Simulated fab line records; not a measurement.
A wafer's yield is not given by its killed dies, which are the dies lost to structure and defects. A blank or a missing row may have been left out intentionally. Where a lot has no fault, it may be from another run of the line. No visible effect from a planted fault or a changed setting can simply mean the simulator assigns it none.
fab line records	flow nand-harc
record: lots: 12	wafers: 36	last-day: 34
route steps=1302 shown A_CHANNEL_HOLE_D1@450 END@1302
lots with no fault: from the same line, run without faults
start-h: start of the lot's first displayed wafer, in hours after the record's first day	wait-h: time in hours since the lot's previous step	" as in the row above	L1.1+2: several wafers, shown together as one row	- no value, or no start was given	* or withheld: withheld	< > ~ a bound
route shown NAME@n: names a module that has steps shown in the file, with the first one's number in the route	usual: average and standard deviation across the fault-free wafers	same: alike in all rows	chamber/n: place in a boat	sites: each site's reading	_std_site: standard deviation of those values	_edge_site: inner sites' mean taken away from outer sites' mean	radius-mm: for every site, how far away it sits from the centre of the wafer	mask NAME#n: copy n	behind: the last tool/chamber to shape the wafer	hold: why the lot went on hold/how many hours it stayed there/how the hold came to an end	device: transistor that didn't switch, given as n, p or np	end of line: tests run on the same wafers once the route is complete	a step with no rows: only its recipe	killed: the dies lost at the first sort to structure and to defects; this is not the yield of the wafer	map: the dies of a wafer, with x for killed, . for not killed, _ for no die there
set.NAME: the setting that was run; set.NAME@STEP: the one run at that earlier step	model.NAME: the simulator's own value behind a step, which no gauge read
the route's steps for a sample of lots (tables are steps, rows are wafers)
services: when a tool's chamber went out of use (start-h, in hours from the record's first day, below 0 if earlier), for how many hours, and the reason
== steps ==
step: NHARC_A_CHANNEL_HOLE_D1_DEP_00
recipe: target-thk-a: 31000	temp-c: 400	material: aC
usual: throttle-valve-pct: 35.000/0.0089
lot.wafer	tool	chamber	start-h	wait-h	throttle-valve-pct
L414.1	acl-dep-03	0	188.49	1.7	35.000
L414.2	"	0	"	"	34.996
L414.6	"	0	190.10	3.3	35.004
L416.1	acl-dep-01	0	211.78	1.3	34.992
L416.3	"	0	"	"	34.985
L416.6	"	0	"	"	35.014
L417.3	acl-dep-01	0	220.31	4.4	35.000
L417.4	"	0	"	"	35.008
L417.6	"	0	"	"	34.990
L423.2	acl-dep-03	0	288.50	2.3	35.004
L423.3	"	0	"	"	35.001
L423.5	"	0	"	"	35.008
L427.2	acl-dep-01	0	317.81	3.2	35.010
L427.3	"	0	"	"	34.990
L427.5	"	0	"	"	34.990
L426.1	acl-dep-03	0	319.02	0.1	35.013
L426.2	"	0	"	"	35.004
L426.5	"	0	"	"	35.012
L428.2	acl-dep-02	0	319.52	0.5	34.993
L428.4	"	0	"	"	35.009
L428.6	"	0	"	"	35.011
L430.1	acl-dep-02	0	343.41	0.1	34.999
L430.2	"	0	"	"	34.989
L430.5	"	0	"	"	34.983
L433.1	acl-dep-02	0	379.01	0.1	34.990
L433.4	"	0	"	"	35.017
L433.5	"	0	"	"	35.006
L434.1	acl-dep-01	0	385.41	0.1	34.988
L434.3	"	0	"	"	35.005
L434.6	"	0	"	"	34.987
L435.2	acl-dep-02	0	401.80	0.4	35.004
L435.4	"	0	"	"	34.990
L435.6	"	0	"	"	34.996
L436.1	acl-dep-03	0	409.51	0.4	35.011
L436.3	"	0	"	"	34.988
L436.5	"	0	"	"	35.006
step: NHARC_A_CHANNEL_HOLE_D1_INSPECT_12
usual: raw-defect-count: 5.5/2.8
lot.wafer	tool	chamber	start-h	wait-h	hold	raw-defect-count
L414.1	defect-inspect-02	-	191.29	0.0	-	10
L414.2	"	-	"	"	-	7
L414.6	"	-	"	"	-	8
L416.1	defect-inspect-02	-	214.60	0.0	-	2
L416.3	"	-	"	"	-	4
L416.6	"	-	"	"	-	8
L417.3	defect-inspect-01	-	222.32	0.0	-	6
L417.4	"	-	"	"	-	4
L417.6	"	-	"	"	-	3
L423.2	defect-inspect-02	-	290.98	0.0	await-dispo/0.2h/release	307
L423.3	"	-	"	"	await-dispo/0.2h/release	326
L423.5	"	-	"	"	await-dispo/0.2h/release	302
L423.2	defect-inspect-02	-	291.15	0.2	-	304
L423.3	"	-	"	"	-	324
L423.5	"	-	"	"	-	307
L427.2	defect-inspect-01	-	320.27	0.0	-	5
L427.3	"	-	"	"	-	4
L427.5	"	-	"	"	-	1
L426.1	defect-inspect-01	-	321.72	0.0	await-dispo/0.2h/release	346
L426.2	"	-	"	"	await-dispo/0.2h/release	300
L426.5	"	-	"	"	await-dispo/0.2h/release	328
L426.1	defect-inspect-01	-	321.89	0.2	-	334
L426.2	"	-	"	"	-	306
L426.5	"	-	"	"	-	326
L428.2	defect-inspect-02	-	322.00	0.0	-	8
L428.4	"	-	"	"	-	9
L428.6	"	-	"	"	-	4
L430.1	defect-inspect-02	-	346.18	0.0	-	2
L430.2	"	-	"	"	-	3
L430.5	"	-	"	"	-	2
L433.1	defect-inspect-02	-	385.32	3.5	-	4
L433.4	"	-	"	"	-	3
L433.5	"	-	"	"	-	1
L434.1	defect-inspect-01	-	388.18	0.0	-	5
L434.3	"	-	"	"	-	7
L434.6	"	-	"	"	-	9
L435.2	defect-inspect-01	-	404.25	0.0	-	8
L435.4	"	-	"	"	-	5
L435.6	"	-	"	"	-	3
L436.1	defect-inspect-01	-	412.16	0.0	-	3
L436.3	"	-	"	"	-	2
L436.5	"	-	"	"	-	6
step: NHARC_A_CHANNEL_HOLE_D1_ETCH_16
recipe: target-depth-a: 31000	over-etch-frac: 0.3	time-s: 806	ion-energy-ev: 150	o2-flow-sccm: 400	cos-flow-sccm: 20	ar-flow-sccm: 0	rf-w: 500	bias-w: 300	chemistry: O2/COS
usual: drypump-motor-current-A: 5.7/0.34	oes-product-au: 1.002/0.013	rf-vpp-V: 314.4/2.2	showerhead-plenum-p-Torr: 3.14/0.14	throttle-valve-pct: 28.329/0.0089
same: time-s: 806
lot.wafer	tool	chamber	start-h	wait-h	drypump-motor-current-A	oes-product-au	rf-hours-counter-h	rf-vpp-V	showerhead-plenum-p-Torr	throttle-valve-pct
L414.2	rie-diel-03	2	-	-	6.2	0.993	22	310.2	2.93	28.327
L414.1	"	0	"	"	4.8	0.991	27	315.1	3.10	28.314
L414.6	"	1	"	"	6.3	1.011	-	317.0	3.25	28.320
L416.1	rie-diel-07	1	-	-	5.4	0.989	28	313.0	2.95	28.321
L416.3	"	3	"	"	5.8	0.997	32	316.7	3.32	28.340
L416.6	"	0	"	"	5.9	0.993	-	315.4	3.36	28.321
L417.3	rie-diel-03	0	-	-	4.9	0.993	38	313.8	3.10	28.319
L417.4	"	1	"	"	6.3	1.000	34	315.6	3.24	28.328
L417.6	"	0	"	"	4.8	0.994	-	313.6	3.10	28.327
L427.3	rie-diel-03	3	-	-	5.8	1.016	9	313.8	3.10	28.317
L427.2	"	0	"	"	4.8	1.013	6	314.8	3.09	28.335
L427.5	"	3	"	"	5.8	1.028	-	313.1	3.10	28.340
L428.4	rie-diel-07	2	-	-	5.9	1.033	3	314.9	3.23	28.335
L428.2	"	3	"	"	5.8	1.037	4	316.7	3.30	28.348
L428.6	"	1	"	"	5.5	0.994	-	312.1	2.93	28.322
L430.1	rie-diel-05	3	-	-	5.5	1.008	9	314.1	3.18	28.334
L430.2	"	0	"	"	5.5	0.988	9	315.6	3.24	28.316
L430.5	"	3	"	"	5.6	1.016	-	314.7	3.18	28.328
L433.1	rie-diel-07	1	-	-	5.4	0.997	26	311.6	2.92	28.316
L433.5	"	1	"	"	5.4	0.995	-	312.9	2.92	28.326
L433.4	"	2	"	"	5.9	1.014	-	315.5	3.22	28.321
L434.1	rie-diel-07	1	-	-	5.4	0.994	27	311.8	2.92	28.326
L434.3	"	2	"	"	5.9	1.013	28	317.1	3.22	28.337
L434.6	"	0	"	"	5.9	0.995	-	317.4	3.33	28.336
L435.2	rie-diel-05	0	-	-	5.5	0.998	14	315.5	3.24	28.322
L435.4	"	1	"	"	5.6	1.007	13	312.5	2.98	28.333
L435.6	"	3	"	"	5.6	1.014	-	314.3	3.18	28.335
L436.3	rie-diel-07	3	-	-	5.9	1.007	30	315.8	3.29	28.317
L436.1	"	0	"	"	5.9	1.006	30	317.1	3.32	28.322
L436.5	"	2	"	"	5.9	1.029	-	315.5	3.22	28.308
step: NHARC_A_CHANNEL_HOLE_D1_ETCH_23
recipe: bias-v: 5000	source-w: withheld	pressure-mtorr: 20	time-s: 819	ar-flow-sccm: 375	c4f8-flow-sccm: 89.3	o2-flow-sccm: 35.7	temp-c: -20	target-depth-a: 16000	chemistry: C4F8/O2/Ar
usual: c4f8-flow-sccm: 89.32/0.26	drypump-motor-current-A: 5.7/0.47	showerhead-plenum-p-Torr: 3.62/0.12	throttle-valve-pct: 32.155/0.0087
same: time-s: 819
lot.wafer	tool	chamber	start-h	wait-h	c4f8-flow-sccm	drypump-motor-current-A	rf-hours-counter-h	showerhead-plenum-p-Torr	throttle-valve-pct
L414.1	har-etch-02	1	193.99	0.5	89.34	5.7	300	3.45	32.157
L414.2	"	0	"	"	89.08	6.6	300	3.58	32.155
L414.6	"	1	"	"	89.75	5.7	-	3.45	32.155
L416.1	har-etch-02	1	218.01	0.5	89.44	5.7	315	3.44	32.163
L416.3	"	1	"	"	89.12	5.7	-	3.44	32.138
L416.6	"	1	"	"	89.04	5.7	-	3.44	32.149
L417.4	har-etch-01	1	227.22	0.5	89.36	5.7	-	3.72	32.164
L417.3	"	0	"	"	89.76	5.2	-	3.70	32.152
L417.6	"	1	"	"	89.22	5.6	-	3.72	32.144
L427.2	har-etch-02	0	323.05	0.5	89.72	6.6	376	3.54	32.141
L427.3	"	0	"	"	89.58	6.5	-	3.54	32.154
L427.5	"	1	"	"	89.32	5.8	-	3.41	32.165
L428.2	har-etch-02	0	327.23	0.5	89.28	6.5	380	3.54	32.157
L428.4	"	0	"	"	89.28	6.5	-	3.54	32.162
L428.6	"	1	"	"	89.02	5.7	-	3.41	32.165
L430.2	har-etch-01	0	349.01	0.5	89.30	5.2	177	3.66	32.138
L430.1	"	1	"	"	89.30	5.7	177	3.69	32.159
L430.5	"	1	"	"	89.34	5.6	-	3.69	32.159
L433.1	har-etch-01	0	388.36	0.5	89.24	5.2	204	3.65	32.153
L433.4	"	1	"	"	89.00	5.6	-	3.67	32.154
L433.5	"	1	"	"	89.29	5.6	-	3.67	32.168
L434.1	har-etch-01	0	392.40	0.5	89.40	5.2	208	3.65	32.155
L434.3	"	1	"	"	89.05	5.7	-	3.67	32.144
L434.6	"	1	"	"	89.30	5.7	-	3.67	32.170
L435.2	har-etch-02	1	406.93	0.5	89.64	5.7	9	3.93	32.154
L435.4	"	1	"	"	89.39	5.7	-	3.93	32.150
L435.6	"	1	"	"	89.47	5.7	-	3.93	32.161
L436.1	har-etch-01	0	414.84	0.5	89.37	5.2	223	3.64	32.164
L436.3	"	1	"	"	89.51	5.7	-	3.66	32.160
L436.5	"	1	"	"	89.65	5.6	-	3.66	32.157
step: NHARC_A_CHANNEL_HOLE_D1_ETCH_24
recipe: bias-v: 5000	source-w: withheld	pressure-mtorr: 20	time-s: 906.2	ar-flow-sccm: 375	c4f8-flow-sccm: 93.8	o2-flow-sccm: 31.2	temp-c: -20	target-depth-a: 15000	chemistry: C4F8/O2/Ar
usual: c4f8-flow-sccm: 93.80/0.27	drypump-motor-current-A: 5.7/0.46	showerhead-plenum-p-Torr: 3.62/0.12	throttle-valve-pct: 32.235/0.0082
same: time-s: 906.2
lot.wafer	tool	chamber	start-h	wait-h	c4f8-flow-sccm	drypump-motor-current-A	rf-hours-counter-h	showerhead-plenum-p-Torr	throttle-valve-pct
L414.1	har-etch-02	1	194.70	0.6	93.72	5.7	301	3.45	32.236
L414.2	"	0	"	"	93.60	6.5	301	3.58	32.235
L414.6	"	1	"	"	93.70	5.7	-	3.45	32.239
L416.1	har-etch-02	1	218.71	0.6	94.00	5.8	316	3.44	32.238
L416.3	"	1	"	"	94.10	5.7	-	3.44	32.236
L416.6	"	1	"	"	94.10	5.7	-	3.44	32.237
L417.4	har-etch-01	1	227.94	0.6	93.46	5.6	-	3.71	32.220
L417.3	"	0	"	"	94.04	5.2	-	3.69	32.256
L417.6	"	1	"	"	93.49	5.7	-	3.71	32.224
L427.2	har-etch-02	0	323.75	0.6	93.68	6.5	377	3.54	32.236
L427.3	"	0	"	"	93.77	6.5	-	3.54	32.247
L427.5	"	1	"	"	93.65	5.7	-	3.41	32.240
L428.2	har-etch-02	0	327.92	0.6	94.01	6.5	380	3.53	32.250
L428.4	"	0	"	"	93.50	6.5	-	3.53	32.233
L428.6	"	1	"	"	94.24	5.8	-	3.40	32.240
L430.2	har-etch-01	0	349.71	0.6	93.70	5.2	178	3.66	32.237
L430.1	"	1	"	"	93.43	5.7	178	3.68	32.231
L430.5	"	1	"	"	93.28	5.7	-	3.68	32.236
L433.1	har-etch-01	0	389.06	0.6	93.86	5.2	204	3.64	32.236
L433.4	"	1	"	"	93.64	5.6	-	3.67	32.238
L433.5	"	1	"	"	93.61	5.6	-	3.67	32.231
L434.1	har-etch-01	0	393.07	0.6	93.42	5.2	208	3.64	32.242
L434.3	"	1	"	"	93.93	5.6	-	3.66	32.238
L434.6	"	1	"	"	93.77	5.6	-	3.66	32.225
L435.2	har-etch-02	1	407.63	0.6	93.57	5.7	9	3.92	32.244
L435.4	"	1	"	"	93.57	5.7	-	3.92	32.219
L435.6	"	1	"	"	93.60	5.8	-	3.92	32.230
L436.1	har-etch-01	0	415.53	0.6	93.70	5.2	224	3.63	32.238
L436.3	"	1	"	"	93.59	5.7	-	3.66	32.239
L436.5	"	1	"	"	93.64	5.7	-	3.66	32.236
step: NHARC_END_SORT_01
recipe: temp-c: 25
usual: defect-limited-yield: 91/3.1	killed-at-array: 57/21	killed-at-other: 0.9/1.2	killed-at-periphery: 4.2/2.9	killed-dies: 62/21	killed-open: 3.2/1.8	killed-short: 2.4/1.5
same: gross-dies: 677
lot.wafer	tool	chamber	start-h	wait-h	defect-limited-yield[%]	killed-at-array	killed-at-other	killed-at-periphery	killed-dies	killed-open	killed-short
L428.4	prober-01	0	707.84	3.4	87	74	1	10	85	5	2
L430.1	prober-02	0	711.82	2.5	94	41	0	2	43	2	4
L430.5	prober-02	0	715.04	3.7	90	66	1	1	68	2	4
killed by level:class
L428.4 A_SLIT:chamber-film-flake=36 A_CHANNEL_HOLE_D1:chamber-film-flake=25 P_CONTACT:chamber-film-flake=7 A_CONTACT:chamber-film-flake=5 A_CHANNEL_FILL_D1:chamber-film-flake=2 P_M0:geometric-particle:open=1 P_M0:geometric-particle:short=1 P_M1:geometric-particle:open=1
L430.1 A_SLIT:chamber-film-flake=20 A_CONTACT:chamber-film-flake=4 A_BONDPAD:chamber-film-flake=4 A_CHANNEL_HOLE_D1:chamber-film-flake=3 A_STAIRCASE:chamber-film-flake=3 P_CONTACT:geometric-particle:short=2 A_WL_FILL:chamber-film-flake=2 A_SOURCE_PLATE:geometric-particle:short=1
L430.5 A_SLIT:chamber-film-flake=32 A_CHANNEL_HOLE_D1:chamber-film-flake=12 A_BONDPAD:chamber-film-flake=5 A_CONTACT:chamber-film-flake=4 A_ONON_D2:geometric-particle:open=2 A_CHANNEL_FILL_D1:chamber-film-flake=2 A_CHANNEL_FILL_D2:chamber-film-flake=2 A_WL_FILL:chamber-film-flake=2
== services ==
tool	chamber	start-h	hours	kind
rie-diel-05	0	168.87	4.4	repair
acl-dep-01	-	189.40	13.0	pm
rie-diel-03	3	194.00	15.7	repair
rie-diel-07	2	219.70	5.1	repair
rie-diel-05	-	229.60	9.0	pm
rie-diel-07	2	238.96	15.5	repair
rie-diel-03	-	245.04	0.1	repair
acl-dep-02	-	249.35	13.0	pm
rie-diel-07	2	265.94	33.9	repair
har-etch-02	-	269.58	2.0	repair
rie-diel-03	0	269.77	7.4	repair
rie-diel-03	-	281.34	9.0	pm
rie-diel-07	-	295.80	9.0	pm
acl-dep-03	-	300.94	13.0	pm
rie-diel-03	0	314.71	3.7	repair
acl-dep-01	-	371.57	13.0	pm
rie-diel-07	-	372.59	1.2	repair
rie-diel-03	2	375.34	13.8	repair
rie-diel-05	-	376.02	0.3	repair
har-etch-02	-	377.00	17.0	pm
har-etch-02	0	377.00	17.0	vent-cycle
har-etch-02	1	377.00	17.0	vent-cycle
rie-diel-07	3	384.62	2.5	repair
rie-diel-05	-	406.67	9.0	pm
== key ==
first-sign: step: NHARC_A_CHANNEL_HOLE_D1_INSPECT_12	reading: visit	direction: added
effect: step: NHARC_A_CHANNEL_HOLE_D1_INSPECT_12	reading: raw-defect-count	direction: up	sigmas: 99+	usual: 5.5	struck: 318.2
met-at NHARC_A_CHANNEL_HOLE_D1_DEP_00
struck-lots L423,L426
scrapped-behind NHARC_A_CHANNEL_HOLE_D1_INSPECT_12 L423.2,L423.3,L423.5,L426.1,L426.2,L426.5
not-acting-at NHARC_A_CHANNEL_HOLE_D1_ETCH_16,NHARC_A_CHANNEL_HOLE_D1_ETCH_23,NHARC_A_CHANNEL_HOLE_D1_ETCH_24
onset-between 188.49 288.50
fault: kind: chamber-particle-source	tool: acl-dep-03	chamber: -	onset-h: 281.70	steps: NHARC_A_CHANNEL_HOLE_D1_DEP_00	rate-per-visit-cm2: 0.4706	end-h: 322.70
